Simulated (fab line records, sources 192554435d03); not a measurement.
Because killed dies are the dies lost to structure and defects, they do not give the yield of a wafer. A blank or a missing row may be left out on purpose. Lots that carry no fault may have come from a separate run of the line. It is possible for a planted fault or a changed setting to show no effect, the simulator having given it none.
Chamber matching | flow n5-finfet | rie-diel-05 running N5_BEOL_M1_DESCUM_16: 4 sister chambers
The step chemistry O2, time 7 s. 4 wafers are shown with their chamber, then 9 later ones without.

WAFERS, EACH WITH ITS CHAMBER
wafer  | chamber | throttle-valve-pct (%)
L087.4 | 3       | 20.76
L090.3 | 2       | 20.25
L090.5 | 0       | 20.29
L090.6 | 1       | 20.23

WAFERS WITH NO CHAMBER GIVEN
wafer  | throttle-valve-pct (%)
L093.2 | 20.26
L093.4 | 20.27
L093.5 | 20.29
L095.1 | 20.76
L095.4 | 20.23
L095.5 | 20.24
L097.1 | 20.25
L097.2 | 20.30
L097.6 | 20.79

WHICH CHAMBER EACH ONE RAN IN
wafer  | from the rows above          | in truth
L093.2 | can't be placed: 2 or 0 or 1 | 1
L093.4 | can't be placed: 0 or 2 or 1 | 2
L093.5 | 0                            | 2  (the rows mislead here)
L095.1 | 3                            | 3
L095.4 | can't be placed: 1 or 2      | 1
L095.5 | can't be placed: 1 or 2      | 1
L097.1 | can't be placed: 2 or 1      | 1
L097.2 | 0                            | 0
L097.6 | 3                            | 3
Correctly placed: 3 of 9. Unplaceable from these rows: 5, with the true chamber sitting among the candidates in 5. Wrongly placed: 1.
How it was worked out, from the rows above alone: a wafer's distance from a chamber is the root of the sum, over the readings, of the square of ((its reading less the chamber's mean) divided by the reading's scatter). The wafer belongs to the nearest chamber; if the next one is less than 2 further off, it can't be placed. A chamber's mean is the mean of its shown wafers. The scatter: with one shown wafer a chamber, the root of the mean of the squares of how far each hidden wafer lies from its nearest shown one.
